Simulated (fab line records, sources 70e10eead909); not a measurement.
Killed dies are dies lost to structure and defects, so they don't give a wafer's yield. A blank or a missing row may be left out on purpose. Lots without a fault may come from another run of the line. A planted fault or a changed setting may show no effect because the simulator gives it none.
Chamber matching | flow nand_harc | NHARC_P_CONTACT_CMP_24 on cmp-02: 4 sister chambers
The step polishes, t overpolish 30 s, target thk 200 nm. 8 wafers are shown with their chamber, then 9 later ones without.

WAFERS WITH THEIR CHAMBER
wafer  | chamber | motor_current_A (A) | overpolish_run_s (s)
L083.5 | 1       | 14.6                | 29.988
L087.1 | 3       | 10.9                | 30.001
L087.4 | 1       | 14.2                | 29.992
L089.4 | 0       | 10.1                | 29.999
L089.5 | 2       | 11.2                | 30.000
L090.1 | 0       | 9.6                 | 30.006
L090.3 | 3       | 10.4                | 29.989
L090.5 | 2       | 10.7                | 29.990

WAFERS WITHOUT THEIR CHAMBER
wafer  | motor_current_A (A) | overpolish_run_s (s)
L094.1 | 10.1                | 30.003
L094.5 | 10.2                | 29.990
L094.6 | 10.7                | 29.996
L094.2 | 10.3                | 30.019
L094.3 | 11.4                | 30.009
L094.4 | 13.8                | 30.009
L093.1 | 10.7                | 29.994
L093.3 | 14.6                | 29.998
L093.4 | 11.2                | 29.995

WHICH CHAMBER EACH WENT THROUGH
wafer  | from the rows above          | in truth
L094.1 | can't be placed: 0 or 3      | 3
L094.5 | can't be placed: 3 or 0 or 2 | 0
L094.6 | can't be placed: 3 or 2      | 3
L094.2 | can't be placed: 0 or 3 or 2 | 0
L094.3 | can't be placed: 2 or 3      | 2
L094.4 | 1                            | 1
L093.1 | can't be placed: 3 or 2      | 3
L093.3 | 1                            | 1
L093.4 | can't be placed: 2 or 3      | 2
Placed correctly: 2 of 9. Can't be placed from these rows: 7 (the true chamber is among the candidates in 7). Placed wrongly: 0.
How it was worked out, from the rows above alone: a wafer's distance from a chamber is the root of the sum, over the readings, of the square of ((its reading less the chamber's mean) divided by the reading's scatter). The wafer belongs to the nearest chamber; if the next one is less than 2 further off, it can't be placed. A chamber's mean is the mean of its shown wafers. The scatter: the root of (the sum of the squares of (reading less its chamber's mean) over the shown wafers, divided by (wafers less chambers)).
